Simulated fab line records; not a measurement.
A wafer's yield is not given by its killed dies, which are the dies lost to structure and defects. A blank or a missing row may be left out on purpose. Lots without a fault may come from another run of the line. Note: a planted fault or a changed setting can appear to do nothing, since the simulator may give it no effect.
fab line records	flow nand_harc
record: lots: 13	wafers: 39	last_day: 34
route steps=1302 shown P_BONDPAD@386 A_ONON_D1@427 END@1302
lots untouched by any fault: they come from a run of this same line in which no faults occurred
start_h: hours from the record's first day to the start of the lot's first wafer shown	wait_h: hours since the lot's step before	" unchanged from the row above	L1.1+2: several wafers, shown together as one row	- value missing, or start not given	* or withheld: withheld	< > ~ a bound
route shown NAME@n: names a module that has steps shown in the file, with the first one's number in the route	usual: mean/standard deviation of fault-free wafers	same: alike in all rows	chamber/n: place in a boat	sites: per-site readings	_std_site: their standard deviation	_edge_site: outer sites' mean less inner sites'	radius_mm: how far each site lies from the wafer's centre	mask NAME#n: copy n	behind: the most recent tool/chamber to have shaped the wafer	hold: what put the lot on hold/how long, in hours/how the hold closed	device: transistor that didn't switch, given as n, p or np	end of line: tests of these same wafers at the route's end	a step with no rows: only its recipe	killed: at the first sort, the dies lost to defects and structure; wafer yield is something else	map: the dies of a wafer, with x for killed, . for not killed, _ for no die there
set.NAME: the run value of the setting; set.NAME@STEP: its run value at that earlier step	model.NAME: the simulator's own value behind a step, which no gauge read
steps of the route over a sample of lots; a table a step, a row a wafer
services: when a tool's chamber went out of use (start_h, in hours from the record's first day, below 0 if earlier), for how many hours, and the reason
== steps ==
step: NHARC_P_BONDPAD_ACTIVATE_29
recipe: time_s: 60	n2_flow_sccm: 200	ar_flow_sccm: 0	bias_power_w: 0	chemistry: N2
usual: drypump_motor_current_A: 5.5/0.44	oes_product_au: 0.999/0.012	rf_vpp_V: 64.2/0.96	showerhead_plenum_p_Torr: 1.80/0.072
lot.wafer	tool	chamber	start_h	wait_h	drypump_motor_current_A	oes_product_au	rf_hours_counter_h	rf_vpp_V	showerhead_plenum_p_Torr
L871.2	rie_diel-05	2	147.71	0.1	5.9	1.012	1.7	66.0	1.89
L871.3	"	3	"	"	5.4	1.009	1.7	64.6	1.91
L871.5	"	0	"	"	6.1	0.996	-	65.4	1.68
L872.2	rie_diel-05	0	158.81	0.1	6.1	0.997	2.0	63.8	1.68
L872.1	"	1	"	"	6.2	1.016	1.8	63.2	1.79
L872.4	"	2	"	"	5.9	1.009	1.9	64.3	1.89
L873.4	rie_diel-12	0	167.34	0.1	5.3	0.975	4.9	63.9	1.83
L873.2	"	3	"	"	5.1	1.006	5.0	65.5	1.82
L873.6	"	0	"	"	5.3	0.977	-	64.5	1.83
L875.2	rie_diel-05	3	193.84	0.1	5.4	1.008	3.1	65.5	1.91
L875.6	"	2	"	"	5.9	1.003	-	62.7	1.89
L875.4	"	3	"	"	5.4	1.001	-	65.2	1.91
L877.1	rie_diel-12	1	208.16	0.1	6.0	0.992	6.5	65.8	1.77
L877.6	"	0	"	"	5.3	0.982	-	64.7	1.83
L877.5	"	1	"	"	6.0	0.997	-	63.6	1.77
L878.2	rie_diel-05	1	223.73	0.1	6.1	1.003	3.0	63.8	1.79
L878.6	"	1	"	"	6.2	1.003	-	63.9	1.79
L878.5	"	2	"	"	5.9	1.001	-	66.6	1.89
L881.3	rie_diel-05	3	247.41	0.1	5.4	1.017	0.4	65.3	1.91
L881.2	"	0	"	"	6.1	0.996	0.4	65.2	1.68
L881.5	"	3	"	"	5.3	1.008	-	64.5	1.91
L882.3	rie_diel-05	0	258.72	0.1	6.1	0.985	0.5	64.5	1.68
L882.2	"	2	"	"	5.9	0.986	0.6	65.8	1.89
L882.6	"	1	"	"	6.2	1.014	-	63.2	1.79
L888.2	rie_diel-12	2	316.14	0.1	4.8	0.999	2.0	62.8	1.80
L888.1	"	3	"	"	5.1	1.008	2.0	64.4	1.82
L888.6	"	2	"	"	4.9	1.001	-	64.8	1.80
L889.2	rie_diel-08	1	326.89	0.1	5.1	1.008	11.0	64.1	1.71
L889.3	"	2	"	"	5.3	1.001	10.9	64.5	1.83
L889.4	"	3	"	"	6.0	0.990	8.1	65.2	1.88
L891.2	rie_diel-12	1	345.78	0.1	6.0	0.994	4.1	64.2	1.77
L891.1	"	2	"	"	4.9	0.976	3.5	63.7	1.80
L891.5	"	2	"	"	4.9	0.989	-	64.3	1.80
L890.2	rie_diel-05	2	349.12	0.1	5.8	0.990	1.4	64.8	1.89
L890.1	"	3	"	"	5.4	1.007	1.3	64.9	1.91
L890.5	"	2	"	"	5.9	0.993	-	64.9	1.89
L893.2	rie_diel-12	0	375.89	0.1	5.3	0.984	5.5	63.7	1.82
L893.5	"	3	"	"	5.1	1.016	-	64.3	1.82
L893.6	"	0	"	"	5.3	0.991	-	65.1	1.82
step: NHARC_A_ONON_D1_THK_MEAS_05
recipe: thk_meas_gauge: ellipsometry
usual: thk_nm: 1002/10
lot.wafer	tool	chamber	start_h	wait_h	thk_nm
L871.2	film_metro-01	-	176.26	-	1001
L871.3	"	-	"	"	1002
L871.5	"	-	"	"	1003
L872.1	film_metro-01	-	185.37	-	985
L872.2	"	-	"	"	985
L872.4	"	-	"	"	984
L873.2	film_metro-01	-	193.40	-	1008
L873.4	"	-	"	"	1008
L873.6	"	-	"	"	1008
L875.2	film_metro-02	-	222.21	-	1003
L875.4	"	-	"	"	1002
L875.6	"	-	"	"	1002
L877.1	film_metro-01	-	231.91	-	994
L877.5	"	-	"	"	994
L877.6	"	-	"	"	993
L878.2	film_metro-02	-	250.39	-	1009
L878.5	"	-	"	"	1009
L878.6	"	-	"	"	1008
L881.2	film_metro-01	-	272.27	-	1004
L881.3	"	-	"	"	1003
L881.5	"	-	"	"	1003
L882.2	film_metro-02	-	282.87	-	1003
L882.3	"	-	"	"	1003
L882.6	"	-	"	"	1003
L888.1	film_metro-01	-	340.47	-	997
L888.2	"	-	"	"	999
L888.6	"	-	"	"	1001
L889.2	film_metro-01	-	354.53	-	991
L889.3	"	-	"	"	988
L889.4	"	-	"	"	990
L891.1	film_metro-02	-	369.89	-	986
L891.2	"	-	"	"	985
L891.5	"	-	"	"	987
L890.1	film_metro-01	-	373.70	-	1010
L890.2	"	-	"	"	1008
L890.5	"	-	"	"	1008
L893.2	film_metro-01	-	399.54	-	1001
L893.5	"	-	"	"	1001
L893.6	"	-	"	"	1003
step: NHARC_A_ONON_D1_THK_MEAS_08
recipe: thk_meas_gauge: ellipsometry
usual: thk_nm: 1001/9.5
lot.wafer	tool	chamber	start_h	wait_h	thk_nm
L871.2	film_metro-02	-	176.83	-	1016
L871.3	"	-	"	"	1016
L871.5	"	-	"	"	1016
L872.1	film_metro-02	-	185.94	-	991
L872.2	"	-	"	"	992
L872.4	"	-	"	"	992
L873.2	film_metro-02	-	193.96	-	984
L873.4	"	-	"	"	985
L873.6	"	-	"	"	983
L875.2	film_metro-02	-	222.78	-	988
L875.4	"	-	"	"	988
L875.6	"	-	"	"	988
L877.1	film_metro-02	-	232.48	-	999
L877.5	"	-	"	"	998
L877.6	"	-	"	"	998
L878.2	film_metro-02	-	250.95	-	1010
L878.5	"	-	"	"	1009
L878.6	"	-	"	"	1010
L881.2	film_metro-02	-	272.83	-	1010
L881.3	"	-	"	"	1011
L881.5	"	-	"	"	1011
L882.2	film_metro-01	-	283.44	-	985
L882.3	"	-	"	"	988
L882.6	"	-	"	"	986
L888.1	film_metro-01	-	341.03	-	988
L888.2	"	-	"	"	989
L888.6	"	-	"	"	988
L889.2	film_metro-02	-	355.09	-	993
L889.3	"	-	"	"	994
L889.4	"	-	"	"	993
L891.1	film_metro-02	-	370.46	-	1007
L891.2	"	-	"	"	1009
L891.5	"	-	"	"	1006
L890.1	film_metro-01	-	374.27	-	1002
L890.2	"	-	"	"	1001
L890.5	"	-	"	"	1001
L893.2	film_metro-02	-	400.11	-	1009
L893.5	"	-	"	"	1012
L893.6	"	-	"	"	1011
step: NHARC_A_ONON_D1_DEP_19
recipe: target_thk_a: 10000	n2_flow_sccm: 2750	n2o_flow_sccm: 2000	nh3_flow_sccm: 500	sih4_flow_sccm: 210	temp_c: 400
usual: susceptor_temp_C: 400.01/0.19
lot.wafer	tool	chamber	start_h	wait_h	susceptor_temp_C
L871.2	pecvd_onon-03	0	186.13	0.1	399.83
L871.3	"	0	"	"	400.14
L871.5	"	0	"	"	399.76
L872.1	pecvd_onon-03	0	194.99	0.1	400.18
L872.2	"	0	"	"	399.88
L872.4	"	0	"	"	400.20
L873.2	pecvd_onon-04	0	202.97	0.1	399.77
L873.4	"	0	"	"	400.25
L873.6	"	0	"	"	399.89
L875.2	pecvd_onon-02	0	232.16	0.2	399.81
L875.4	"	0	"	"	400.00
L875.6	"	0	"	"	399.80
L877.1	pecvd_onon-02	0	241.70	0.1	400.22
L877.5	"	0	"	"	400.09
L877.6	"	0	"	"	400.34
L878.2	pecvd_onon-03	0	259.95	0.1	399.89
L878.5	"	0	"	"	399.82
L878.6	"	0	"	"	400.05
L881.2	pecvd_onon-02	0	282.12	0.1	399.86
L881.3	"	0	"	"	399.99
L881.5	"	0	"	"	399.81
L882.2	pecvd_onon-02	0	296.48	0.1	399.57
L882.3	"	0	"	"	399.76
L882.6	"	0	"	"	399.57
L888.1	pecvd_onon-02	0	349.97	0.1	399.95
L888.2	"	0	"	"	400.12
L888.6	"	0	"	"	399.67
L889.2	pecvd_onon-04	0	365.65	0.1	399.89
L889.3	"	0	"	"	399.90
L889.4	"	0	"	"	399.84
L891.1	pecvd_onon-02	0	379.41	0.1	400.06
L891.2	"	0	"	"	399.97
L891.5	"	0	"	"	400.16
L890.1	pecvd_onon-04	0	383.27	0.1	399.66
L890.2	"	0	"	"	399.68
L890.5	"	0	"	"	400.05
L893.2	pecvd_onon-04	0	410.50	0.1	400.14
L893.5	"	0	"	"	400.42
L893.6	"	0	"	"	400.42
step: NHARC_A_ONON_D1_THK_MEAS_21
recipe: thk_meas_gauge: ellipsometry
usual: thk_nm: 1001/13
lot.wafer	tool	chamber	start_h	wait_h	thk_nm
L871.2	film_metro-01	-	186.58	-	1007
L871.3	"	-	"	"	1006
L871.5	"	-	"	"	1005
L872.1	film_metro-01	-	195.50	-	1010
L872.2	"	-	"	"	1008
L872.4	"	-	"	"	1010
L873.2	film_metro-01	-	203.45	-	1008
L873.4	"	-	"	"	1007
L873.6	"	-	"	"	1007
L875.2	film_metro-01	-	232.62	-	1007
L875.4	"	-	"	"	1006
L875.6	"	-	"	"	1005
L877.1	film_metro-02	-	242.21	-	1000
L877.5	"	-	"	"	998
L877.6	"	-	"	"	999
L878.2	film_metro-02	-	260.40	-	971
L878.5	"	-	"	"	970
L878.6	"	-	"	"	971
L881.2	film_metro-01	-	282.56	-	570
L881.3	"	-	"	"	570
L881.5	"	-	"	"	570
L882.2	film_metro-02	-	296.93	-	596
L882.3	"	-	"	"	596
L882.6	"	-	"	"	595
L888.1	film_metro-01	-	350.48	-	1010
L888.2	"	-	"	"	1010
L888.6	"	-	"	"	1010
L889.2	film_metro-02	-	366.10	-	982
L889.3	"	-	"	"	982
L889.4	"	-	"	"	982
L891.1	film_metro-01	-	379.92	-	1011
L891.2	"	-	"	"	1012
L891.5	"	-	"	"	1012
L890.1	film_metro-01	-	383.78	-	986
L890.2	"	-	"	"	983
L890.5	"	-	"	"	984
L893.2	film_metro-02	-	410.95	-	986
L893.5	"	-	"	"	987
L893.6	"	-	"	"	986
step: NHARC_END_SORT_01
recipe: temp_c: 25
usual: killed_at_array: 52/17	killed_at_other: 0.9/1.2	killed_at_periphery: 3.9/2.7	killed_dies: 57/16	killed_open: 3.3/1.9	killed_short: 2.5/1.5
same: gross_dies: 677
lot.wafer	tool	chamber	start_h	wait_h	killed_at_array	killed_at_other	killed_at_periphery	killed_dies	killed_open	killed_short
L881.2	prober-01	0	670.54	2.8	674	0	3	677	4	4
L881.3	prober-01	0	671.34	3.1	676	0	1	677	2	0
L881.5	prober-01	0	672.92	3.7	669	2	6	677	4	3
L882.2	prober-02	0	678.29	2.8	663	2	12	677	3	2
L882.3	prober-02	0	679.09	3.1	668	1	8	677	2	2
L882.6	prober-02	0	681.48	4.0	667	3	7	677	6	1
killed by level:class
L881.2 A_ONON_D1:area_dep=623 A_CHANNEL_HOLE_D1:chamber_film_flake=33 A_CHANNEL_HOLE_D2:chamber_film_flake=7 A_CHANNEL_FILL_D2:geometric_particle:open=2 A_CONTACT:chamber_film_flake=2 P_GATE:geometric_particle:short=1 A_CHANNEL_HOLE_D1:geometric_particle:short=1 A_CHANNEL_FILL_D1:geometric_particle:open=1
L881.3 A_ONON_D1:area_dep=609 A_CHANNEL_HOLE_D1:chamber_film_flake=37 A_CHANNEL_HOLE_D2:chamber_film_flake=18 A_STAIRCASE:chamber_film_flake=3 A_M1:chamber_film_flake=3 A_ONON_D1:geometric_particle:open=1 A_CHANNEL_HOLE_D2:geometric_particle:open=1 P_GATE:chamber_film_flake=1
L881.5 A_ONON_D1:area_dep=619 A_CHANNEL_HOLE_D1:chamber_film_flake=26 A_CHANNEL_HOLE_D2:chamber_film_flake=7 A_M1:chamber_film_flake=5 P_BONDPAD:chamber_film_flake=4 P_ZERO_WELL:chamber_film_flake=2 A_WL_FILL:chamber_film_flake=2 A_CHANNEL_FILL_D1:geometric_particle:short=1
L882.2 A_ONON_D1:area_dep=638 A_SLIT:chamber_film_flake=11 P_GATE:chamber_film_flake=5 A_CHANNEL_HOLE_D1:chamber_film_flake=4 P_CONTACT:chamber_film_flake=3 A_CHANNEL_FILL_D1:geometric_particle:short=2 P_STI:chamber_film_flake=2 A_STAIRCASE:chamber_film_flake=2
L882.3 A_ONON_D1:area_dep=638 A_SLIT:chamber_film_flake=16 P_CONTACT:chamber_film_flake=6 A_DECK1_JOINT:chamber_film_flake=3 A_M1:chamber_film_flake=3 A_ZERO_WELL:chamber_film_flake=2 P_M0:geometric_particle:short=1 A_CHANNEL_FILL_D1:geometric_particle:open=1
L882.6 A_ONON_D1:area_dep=630 A_CHANNEL_HOLE_D1:chamber_film_flake=10 A_SLIT:chamber_film_flake=8 P_CONTACT:chamber_film_flake=6 A_CONTACT:chamber_film_flake=6 THIN_TSV:chamber_film_flake=3 A_STAIRCASE:chamber_film_flake=3 A_CHANNEL_HOLE_D1:geometric_particle:open=2
== services ==
tool	chamber	start_h	hours	kind
pecvd_onon-04	-	130.32	13.0	pm
rie_diel-05	1	142.28	9.5	repair
rie_diel-12	-	169.54	0.1	repair
rie_diel-05	1	171.65	10.0	repair
rie_diel-08	1	178.56	8.2	repair
rie_diel-05	3	182.95	2.4	repair
pecvd_onon-02	-	185.24	13.0	pm
rie_diel-08	-	190.80	9.0	pm
rie_diel-05	1	191.18	6.6	repair
pecvd_onon-03	-	227.00	13.0	pm
rie_diel-05	-	229.60	9.0	pm
rie_diel-08	-	244.33	0.6	repair
rie_diel-08	2	248.18	3.2	repair
rie_diel-05	-	260.30	59.0	repair
rie_diel-12	3	263.90	6.3	repair
rie_diel-08	3	266.12	7.6	repair
rie_diel-12	-	268.40	9.0	pm
pecvd_onon-04	-	311.32	13.0	pm
rie_diel-12	2	331.56	6.1	repair
pecvd_onon-02	-	366.24	13.0	pm
rie_diel-05	-	397.65	1.8	repair
rie_diel-12	1	403.12	3.2	repair
rie_diel-05	-	406.60	9.0	pm
pecvd_onon-03	-	408.00	13.0	pm
== key ==
first_sign: step: NHARC_A_ONON_D1_THK_MEAS_21	reading: thk_nm	direction: down	sigmas: 33	usual: 1001	struck: 583
effect: step: NHARC_END_SORT_01	reading: killed_dies	direction: up	sigmas: 38	usual: 57	struck: 677
more_kills_born_at: NHARC_A_ONON_D1_DEP_19@pecvd_onon-02: 3757
met_at NHARC_A_ONON_D1_DEP_19
struck_lots L881,L882
struck_wafers L881.2,L881.3,L881.5,L882.2,L882.3,L882.6
later_rows_left_out L881.2,L881.3,L881.5,L882.2,L882.3,L882.6
tester_left_out L881,L882
not_acting_at NHARC_P_BONDPAD_ACTIVATE_29,NHARC_A_ONON_D1_THK_MEAS_05,NHARC_A_ONON_D1_THK_MEAS_08
onset_between 241.70 282.12
fault: kind: process_parameter_drift	tool: pecvd_onon-02	chamber: 0	onset_h: 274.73	steps: NHARC_A_ONON_D1_DEP_19	channel: target_thk_a	offset: *	shape: step	end_h: 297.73	acts_in: *	stated: *
tester_left_out: of these lots the tester's yield and bins aren't shown, on N5 and GAA mostly nor the transistor test; their killed dies are dies lost to structure and defects alone, not to doping, threshold or leakage, so they don't give the yield
later_rows_left_out: the simulator's readings of these wafers behind a module that went badly wrong aren't trusted and aren't shown, but for the sort
